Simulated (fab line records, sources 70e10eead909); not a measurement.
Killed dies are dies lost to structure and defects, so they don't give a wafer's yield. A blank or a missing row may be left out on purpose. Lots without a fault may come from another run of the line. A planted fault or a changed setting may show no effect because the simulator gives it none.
Chamber matching | flow nand_harc | NHARC_A_STAIRCASE_TRIM_12 on rie_diel-01: 4 sister chambers
The step chemistry O2, time 211.2 s. 4 wafers are shown with their chamber, then 11 later ones without.

WAFERS WITH THEIR CHAMBER
wafer  | chamber | drypump_motor_current_A (A)
L086.6 | 0       | 5.7
L091.3 | 3       | 5.2
L091.4 | 2       | 5.9
L092.1 | 1       | 4.8

WAFERS WITHOUT THEIR CHAMBER
wafer  | drypump_motor_current_A (A)
L092.2 | 5.7
L092.5 | 5.7
L093.2 | 5.7
L093.3 | 4.8
L093.4 | 5.9
L094.2 | 4.8
L094.4 | 5.7
L094.5 | 4.8
L097.1 | 4.8
L097.2 | 5.3
L097.5 | 5.7

WHICH CHAMBER EACH WENT THROUGH
wafer  | from the rows above | in truth
L092.2 | 0                   | 0
L092.5 | 0                   | 0
L093.2 | 0                   | 0
L093.3 | 1                   | 1
L093.4 | 2                   | 2
L094.2 | 1                   | 1
L094.4 | 0                   | 0
L094.5 | 1                   | 1
L097.1 | 1                   | 1
L097.2 | 3                   | 3
L097.5 | 0                   | 0
Placed correctly: 11 of 11. Can't be placed from these rows: 0. Placed wrongly: 0.
How it was worked out, from the rows above alone: a wafer's distance from a chamber is the root of the sum, over the readings, of the square of ((its reading less the chamber's mean) divided by the reading's scatter). The wafer belongs to the nearest chamber; if the next one is less than 2 further off, it can't be placed. A chamber's mean is the mean of its shown wafers. The scatter: with one shown wafer a chamber, the root of the mean of the squares of how far each hidden wafer lies from its nearest shown one.
